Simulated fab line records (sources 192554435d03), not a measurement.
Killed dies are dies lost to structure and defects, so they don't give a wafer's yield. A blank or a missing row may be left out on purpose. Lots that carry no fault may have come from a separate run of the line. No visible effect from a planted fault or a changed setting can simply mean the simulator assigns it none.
fab line records / flow n5Finfet / part 2 of 2: steps 16 to 16 of 16
[record] lots = 6 wafers = 18 lastDay = 17
route steps=1938 shown BEOL_M4@1055 PASSIVATION@1936
lots untouched by any fault: they come from a run of this same line in which no faults occurred
startH: hours from the record's first day to the start of the lot's first wafer shown / waitH: hours since the lot's step before / " repeats the value in the row above / L1.1+2: a row that stands for several wafers / - value missing, or start not given / * or withheld: withheld / < > ~ a bound
route shown NAME@n: a module of which the file shows steps, and the number in the route of the first / usual: mean/standard deviation taken from wafers without a fault / same: alike in all rows / chamber/n: place in a boat / sites: the reading at each site / _std_site: the values' standard deviation / _edge_site: mean of outer sites minus mean of inner sites / radiusMm: how far each site lies from the wafer's centre / mask NAME#n: copy n / behind: the most recent tool/chamber to have shaped the wafer / hold: reason for holding the lot/hours on hold/outcome of the hold / device: names the non-switching transistor (n, p or np) / end of line: at the end of the route, the tests of the same wafers / a step with no rows: only its recipe / killed: count of dies lost to structure and defects at first sort (not the wafer's yield) / map: per-die view of a wafer (x killed, . not killed, _ where there is no die)
set.NAME: the run value of the setting; set.NAME@STEP: its run value at that earlier step / model.NAME: the simulator's own value behind a step, which no gauge read
lots at some steps of the route; a table a step, a row a wafer
services: from which hour (startH, from the record's first day; less than 0 if before it) a tool's chamber was out of use, for how many hours, and why
[[steps]]
[step N5_PASSIVATION_PROBE_49]
[usual] defectLimitedYield = 91.3/1.5 killed_at_M0_to_M3 = 34/9.4 killed_at_M4_up = 13/5.3 killedAtContacts = 13/5.7 killedAtFrontEnd = 40/10 killedAtOther = 3.7/2.8 killedDies = 103/17 killedOpen = 67/13 killedShort = 35/8.5 sort_bin_4_leakage = 0.00/0.016 sort_bin_5_function = 5.0/0.98 sort_bin_6_memory = 3.3/0.7 sort_bin_8_speed = 0.00/0.007 sortNPass = 1077/17 sortYieldPct = 91.3/1.5
[same] grossDies = 1180 killedAtBackSide = 0
lot.wafer=L627.3 tool=prober-02 chamber=- startH=290.01 waitH=0.1 defectLimitedYield[%]=91.9 killed_at_M0_to_M3=34 killed_at_M4_up=10 killedAtContacts=14 killedAtFrontEnd=33 killedAtOther=5 killedDies=96 killedOpen=67 killedShort=29 sort_bin_4_leakage[%]=0 sort_bin_5_function[%]=4.4 sort_bin_6_memory[%]=3.2 sort_bin_8_speed[%]=0 sortNPass=1084 sortYieldPct[%]=91.9
lot.wafer=L627.5 tool=prober-02 chamber=- startH=290.11 waitH=0.2 defectLimitedYield[%]=91.3 killed_at_M0_to_M3=46 killed_at_M4_up=6 killedAtContacts=10 killedAtFrontEnd=31 killedAtOther=10 killedDies=103 killedOpen=68 killedShort=35 sort_bin_4_leakage[%]=0 sort_bin_5_function[%]=4.9 sort_bin_6_memory[%]=3.3 sort_bin_8_speed[%]=0 sortNPass=1077 sortYieldPct[%]=91.3
lot.wafer=L627.6 tool=prober-02 chamber=- startH=290.16 waitH=0.3 defectLimitedYield[%]=91.1 killed_at_M0_to_M3=30 killed_at_M4_up=16 killedAtContacts=8 killedAtFrontEnd=45 killedAtOther=6 killedDies=105 killedOpen=63 killedShort=38 sort_bin_4_leakage[%]=0 sort_bin_5_function[%]=5.0 sort_bin_6_memory[%]=3.5 sort_bin_8_speed[%]=0 sortNPass=1075 sortYieldPct[%]=91.1
lot.wafer=L639.1 tool=prober-02 chamber=- startH=370.08 waitH=0.2 defectLimitedYield[%]=91.4 killed_at_M0_to_M3=32 killed_at_M4_up=23 killedAtContacts=17 killedAtFrontEnd=24 killedAtOther=5 killedDies=101 killedOpen=75 killedShort=26 sort_bin_4_leakage[%]=0 sort_bin_5_function[%]=5.2 sort_bin_6_memory[%]=3.2 sort_bin_8_speed[%]=0.08 sortNPass=1078 sortYieldPct[%]=91.4
lot.wafer=L639.5 tool=prober-02 chamber=- startH=370.28 waitH=0.4 defectLimitedYield[%]=91.9 killed_at_M0_to_M3=25 killed_at_M4_up=18 killedAtContacts=6 killedAtFrontEnd=37 killedAtOther=10 killedDies=96 killedOpen=54 killedShort=34 sort_bin_4_leakage[%]=0 sort_bin_5_function[%]=4.4 sort_bin_6_memory[%]=3.1 sort_bin_8_speed[%]=0 sortNPass=1084 sortYieldPct[%]=91.9
lot.wafer=L639.6 tool=prober-02 chamber=- startH=370.33 waitH=0.4 defectLimitedYield[%]=93.6 killed_at_M0_to_M3=28 killed_at_M4_up=14 killedAtContacts=3 killedAtFrontEnd=29 killedAtOther=2 killedDies=76 killedOpen=51 killedShort=25 sort_bin_4_leakage[%]=0 sort_bin_5_function[%]=4.2 sort_bin_6_memory[%]=2.3 sort_bin_8_speed[%]=0 sortNPass=1104 sortYieldPct[%]=93.6
lot.wafer=L641.3 tool=prober-02 chamber=- startH=374.75 waitH=0.1 defectLimitedYield[%]=92.1 killed_at_M0_to_M3=25 killed_at_M4_up=12 killedAtContacts=12 killedAtFrontEnd=41 killedAtOther=3 killedDies=93 killedOpen=63 killedShort=29 sort_bin_4_leakage[%]=0 sort_bin_5_function[%]=4.2 sort_bin_6_memory[%]=3.6 sort_bin_8_speed[%]=0 sortNPass=1087 sortYieldPct[%]=92.1
lot.wafer=L641.4 tool=prober-02 chamber=- startH=374.80 waitH=0.2 defectLimitedYield[%]=92.2 killed_at_M0_to_M3=33 killed_at_M4_up=10 killedAtContacts=10 killedAtFrontEnd=37 killedAtOther=2 killedDies=92 killedOpen=61 killedShort=27 sort_bin_4_leakage[%]=0 sort_bin_5_function[%]=4.2 sort_bin_6_memory[%]=2.9 sort_bin_8_speed[%]=0 sortNPass=1088 sortYieldPct[%]=92.2
lot.wafer=L641.6 tool=prober-02 chamber=- startH=374.90 waitH=0.3 defectLimitedYield[%]=92.6 killed_at_M0_to_M3=30 killed_at_M4_up=17 killedAtContacts=9 killedAtFrontEnd=30 killedAtOther=1 killedDies=87 killedOpen=54 killedShort=33 sort_bin_4_leakage[%]=0 sort_bin_5_function[%]=4.6 sort_bin_6_memory[%]=2.6 sort_bin_8_speed[%]=0 sortNPass=1093 sortYieldPct[%]=92.6
lot.wafer=L645.3 tool=prober-01 chamber=- startH=392.99 waitH=0.1 defectLimitedYield[%]=92.6 killed_at_M0_to_M3=22 killed_at_M4_up=1 killedAtContacts=10 killedAtFrontEnd=43 killedAtOther=11 killedDies=87 killedOpen=63 killedShort=24 sort_bin_4_leakage[%]=0 sort_bin_5_function[%]=4.4 sort_bin_6_memory[%]=3.0 sort_bin_8_speed[%]=0 sortNPass=1093 sortYieldPct[%]=92.6
lot.wafer=L645.4 tool=prober-01 chamber=- startH=393.04 waitH=0.2 defectLimitedYield[%]=91.4 killed_at_M0_to_M3=41 killed_at_M4_up=12 killedAtContacts=15 killedAtFrontEnd=30 killedAtOther=4 killedDies=102 killedOpen=66 killedShort=36 sort_bin_4_leakage[%]=0 sort_bin_5_function[%]=4.7 sort_bin_6_memory[%]=3.4 sort_bin_8_speed[%]=0 sortNPass=1078 sortYieldPct[%]=91.4
lot.wafer=L645.5 tool=prober-01 chamber=- startH=393.09 waitH=0.2 defectLimitedYield[%]=90.0 killed_at_M0_to_M3=50 killed_at_M4_up=14 killedAtContacts=11 killedAtFrontEnd=32 killedAtOther=11 killedDies=118 killedOpen=82 killedShort=36 sort_bin_4_leakage[%]=0 sort_bin_5_function[%]=5.3 sort_bin_6_memory[%]=4.4 sort_bin_8_speed[%]=0 sortNPass=1062 sortYieldPct[%]=90.0
lot.wafer=L644.2 tool=prober-01 chamber=- startH=397.56 waitH=0.1 defectLimitedYield[%]=91.6 killed_at_M0_to_M3=40 killed_at_M4_up=7 killedAtContacts=17 killedAtFrontEnd=33 killedAtOther=2 killedDies=99 killedOpen=62 killedShort=37 sort_bin_4_leakage[%]=0 sort_bin_5_function[%]=4.3 sort_bin_6_memory[%]=3.6 sort_bin_8_speed[%]=0 sortNPass=1081 sortYieldPct[%]=91.6
lot.wafer=L644.3 tool=prober-01 chamber=- startH=397.61 waitH=0.1 defectLimitedYield[%]=91.0 killed_at_M0_to_M3=32 killed_at_M4_up=11 killedAtContacts=9 killedAtFrontEnd=50 killedAtOther=4 killedDies=106 killedOpen=71 killedShort=32 sort_bin_4_leakage[%]=0 sort_bin_5_function[%]=6.1 sort_bin_6_memory[%]=2.7 sort_bin_8_speed[%]=0 sortNPass=1074 sortYieldPct[%]=91.0
lot.wafer=L644.6 tool=prober-01 chamber=- startH=397.76 waitH=0.3 defectLimitedYield[%]=91.6 killed_at_M0_to_M3=41 killed_at_M4_up=11 killedAtContacts=12 killedAtFrontEnd=34 killedAtOther=1 killedDies=99 killedOpen=61 killedShort=38 sort_bin_4_leakage[%]=0.08 sort_bin_5_function[%]=5.6 sort_bin_6_memory[%]=2.5 sort_bin_8_speed[%]=0 sortNPass=1080 sortYieldPct[%]=91.5
lot.wafer=L646.2 tool=prober-01 chamber=- startH=402.88 waitH=0.1 defectLimitedYield[%]=90.3 killed_at_M0_to_M3=39 killed_at_M4_up=19 killedAtContacts=13 killedAtFrontEnd=43 killedAtOther=0 killedDies=114 killedOpen=74 killedShort=38 sort_bin_4_leakage[%]=0 sort_bin_5_function[%]=5.4 sort_bin_6_memory[%]=4.0 sort_bin_8_speed[%]=0 sortNPass=1066 sortYieldPct[%]=90.3
lot.wafer=L646.4 tool=prober-01 chamber=- startH=402.98 waitH=0.2 defectLimitedYield[%]=90.9 killed_at_M0_to_M3=25 killed_at_M4_up=19 killedAtContacts=17 killedAtFrontEnd=46 killedAtOther=0 killedDies=107 killedOpen=71 killedShort=36 sort_bin_4_leakage[%]=0 sort_bin_5_function[%]=5.0 sort_bin_6_memory[%]=3.6 sort_bin_8_speed[%]=0 sortNPass=1073 sortYieldPct[%]=90.9
lot.wafer=L646.6 tool=prober-01 chamber=- startH=403.08 waitH=0.3 defectLimitedYield[%]=91.8 killed_at_M0_to_M3=23 killed_at_M4_up=14 killedAtContacts=13 killedAtFrontEnd=47 killedAtOther=0 killedDies=97 killedOpen=68 killedShort=29 sort_bin_4_leakage[%]=0 sort_bin_5_function[%]=4.7 sort_bin_6_memory[%]=3.3 sort_bin_8_speed[%]=0 sortNPass=1083 sortYieldPct[%]=91.8
// killed by level:class
L627.3 MOL_CONTACT_COAG:geometricParticle:open=13 BEOL_M2:geometricParticle:open=12 FIN_SAQP:geometricParticle:open=10 STI_FIN_REVEAL:geometricParticle:open=9 BEOL_M0_SAQP:geometricParticle:short=8 FIN_SAQP:geometricParticle:short=7 BEOL_M4:geometricParticle:open=6 BEOL_M0_SAQP:geometricParticle:open=5
L627.5 BEOL_M0_SAQP:geometricParticle:open=18 BEOL_M0_SAQP:geometricParticle:short=14 STI_FIN_REVEAL:geometricParticle:open=10 BEOL_M1:geometricParticle:open=6 MOL_CONTACT_COAG:geometricParticle:open=6 FIN_SAQP:geometricParticle:open=5 FIN_SAQP:geometricParticle:short=4 ILD0:geometricParticle:open=4
L627.6 FIN_SAQP:geometricParticle:open=9 MOL_CONTACT_COAG:geometricParticle:open=8 BEOL_M0_SAQP:geometricParticle:open=7 BEOL_M0_SAQP:geometricParticle:short=6 BEOL_M2:geometricParticle:open=6 FIN_SAQP:geometricParticle:short=5 STARTING-WAFER:geometricParticle:short=5 STI_FIN_REVEAL:geometricParticle:open=4
L639.1 BEOL_M4:geometricParticle:open=17 MOL_CONTACT_COAG:geometricParticle:open=15 BEOL_M0_SAQP:geometricParticle:open=9 BEOL_M2:geometricParticle:open=8 FIN_SAQP:geometricParticle:open=7 STI_FIN_REVEAL:geometricParticle:open=6 FIN_SAQP:geometricParticle:short=4 BEOL_M3:geometricParticle:short=4
L639.5 BEOL_M0_SAQP:geometricParticle:open=9 BEOL_M3:geometricParticle:open=7 BEOL_M4:geometricParticle:open=6 HKMG_FIN:areaEtch=6 FIN_SAQP:geometricParticle:short=5 STI_FIN_REVEAL:geometricParticle:short=4 MOL_CONTACT_COAG:geometricParticle:open=4 BEOL_M5:geometricParticle:open=4
L639.6 FIN_SAQP:geometricParticle:open=10 BEOL_M0_SAQP:geometricParticle:open=7 BEOL_M4:geometricParticle:open=7 BEOL_M0_SAQP:geometricParticle:short=6 STI_FIN_REVEAL:geometricParticle:open=4 STARTING-WAFER:geometricParticle:short=4 DUMMY_GATE:geometricParticle:open=3 MOL_CONTACT_COAG:geometricParticle:open=3
L641.3 MOL_CONTACT_COAG:geometricParticle:open=12 BEOL_M3:geometricParticle:open=9 FIN_SAQP:geometricParticle:short=8 STI_FIN_REVEAL:geometricParticle:open=6 GATE_CUT:geometricParticle:short=4 BEOL_M0_SAQP:geometricParticle:short=4 BEOL_M0:geometricParticle:open=4 BEOL_M5:geometricParticle:open=4
L641.4 MOL_CONTACT_COAG:geometricParticle:open=8 BEOL_M0_SAQP:geometricParticle:open=7 DUMMY_GATE:geometricParticle:open=6 FIN_SAQP:geometricParticle:short=5 BEOL_M3:geometricParticle:open=5 BEOL_M5:geometricParticle:open=5 FIN_SAQP:geometricParticle:open=4 STI_FIN_REVEAL:geometricParticle:open=4
L641.6 MOL_CONTACT_COAG:geometricParticle:open=8 FIN_SAQP:geometricParticle:open=7 BEOL_M3:geometricParticle:open=7 BEOL_M0_SAQP:geometricParticle:short=6 GATE_CUT:geometricParticle:short=5 BEOL_M0_SAQP:geometricParticle:open=4 BEOL_M5:geometricParticle:open=4 BEOL_M4:geometricParticle:open=4
L645.3 STI_FIN_REVEAL:geometricParticle:open=14 MOL_CONTACT_COAG:geometricParticle:open=9 BEOL_M3:geometricParticle:open=7 DUMMY_GATE:geometricParticle:open=5 BEOL_M2:geometricParticle:open=5 FIN_SAQP:geometricParticle:open=4 BEOL_M0_SAQP:geometricParticle:open=4 FIN_SAQP:geometricParticle:short=3
L645.4 MOL_CONTACT_COAG:geometricParticle:open=12 BEOL_M0_SAQP:geometricParticle:short=12 BEOL_M1:geometricParticle:open=10 STI_FIN_REVEAL:geometricParticle:open=6 BEOL_M0_SAQP:geometricParticle:open=6 BEOL_M3:geometricParticle:open=6 FIN_SAQP:geometricParticle:open=5 GATE_CUT:geometricParticle:short=4
L645.5 BEOL_M0_SAQP:geometricParticle:open=11 BEOL_M3:geometricParticle:open=10 MOL_CONTACT_COAG:geometricParticle:open=9 BEOL_M0_SAQP:geometricParticle:short=8 BEOL_M2:geometricParticle:open=8 FIN_SAQP:geometricParticle:open=7 BEOL_M1:geometricParticle:open=5 GATE_CUT:geometricParticle:short=4
L644.2 BEOL_M0_SAQP:geometricParticle:open=12 MOL_CONTACT_COAG:geometricParticle:open=11 STI_FIN_REVEAL:geometricParticle:open=9 BEOL_M3:geometricParticle:open=9 BEOL_M0_SAQP:geometricParticle:short=8 FIN_SAQP:geometricParticle:short=7 MOL_CONTACT_COAG:geometricParticle:short=6 FIN_SAQP:geometricParticle:open=4
L644.3 FIN_SAQP:geometricParticle:open=14 BEOL_M0_SAQP:geometricParticle:open=13 MOL_CONTACT_COAG:geometricParticle:open=9 FIN_SAQP:geometricParticle:short=8 STI_FIN_REVEAL:geometricParticle:open=8 BEOL_M0_SAQP:geometricParticle:short=7 ILD0:geometricParticle:short=5 BEOL_M3:geometricParticle:open=5
L644.6 FIN_SAQP:geometricParticle:short=13 FIN_SAQP:geometricParticle:open=10 BEOL_M2:geometricParticle:open=10 MOL_CONTACT_COAG:geometricParticle:open=9 BEOL_M0_SAQP:geometricParticle:short=8 BEOL_M3:geometricParticle:open=8 BEOL_M0_SAQP:geometricParticle:open=6 BEOL_M1:geometricParticle:open=6
L646.2 FIN_SAQP:geometricParticle:short=11 MOL_CONTACT_COAG:geometricParticle:open=11 BEOL_M2:geometricParticle:open=11 GATE_CUT:geometricParticle:short=9 GATE_CUT:geometricParticle:open=9 BEOL_M4:geometricParticle:open=9 BEOL_M0_SAQP:geometricParticle:open=8 BEOL_M1:geometricParticle:open=5
L646.4 MOL_CONTACT_COAG:geometricParticle:open=13 GATE_CUT:geometricParticle:short=10 BEOL_M4:geometricParticle:open=10 BEOL_M2:geometricParticle:open=8 DUMMY_GATE:geometricParticle:open=7 GATE_CUT:geometricParticle:open=7 STI_FIN_REVEAL:geometricParticle:open=5 MOL_CONTACT_COAG:geometricParticle:short=4
L646.6 MOL_CONTACT_COAG:geometricParticle:open=13 BEOL_M2:geometricParticle:open=10 GATE_CUT:geometricParticle:short=9 FIN_SAQP:geometricParticle:open=8 FIN_SAQP:geometricParticle:short=8 STI_FIN_REVEAL:geometricParticle:open=8 BEOL_M4:geometricParticle:open=7 BEOL_M3:geometricParticle:open=6
[[services]]
tool=rieDiel-03 chamber=0 startH=187.82 hours=10.9 kind=repair
tool=rieDiel-06 chamber=0 startH=188.36 hours=17.2 kind=repair
tool=rieDiel-03 chamber=1 startH=213.27 hours=14.2 kind=repair
tool=rieDiel-03 chamber=0 startH=218.88 hours=6.2 kind=repair
tool=rieDiel-06 chamber=1 startH=254.91 hours=6.7 kind=repair
tool=rieDiel-06 chamber=3 startH=258.08 hours=2.7 kind=repair
tool=rieDiel-03 chamber=0 startH=272.04 hours=- kind=clean
tool=rieDiel-03 chamber=0 startH=272.04 hours=- kind=consumableReplace:focusRing
tool=rieDiel-03 chamber=0 startH=272.04 hours=22.2 kind=scheduledDown
tool=rieDiel-03 chamber=0 startH=272.04 hours=22.2 kind=ventCycle
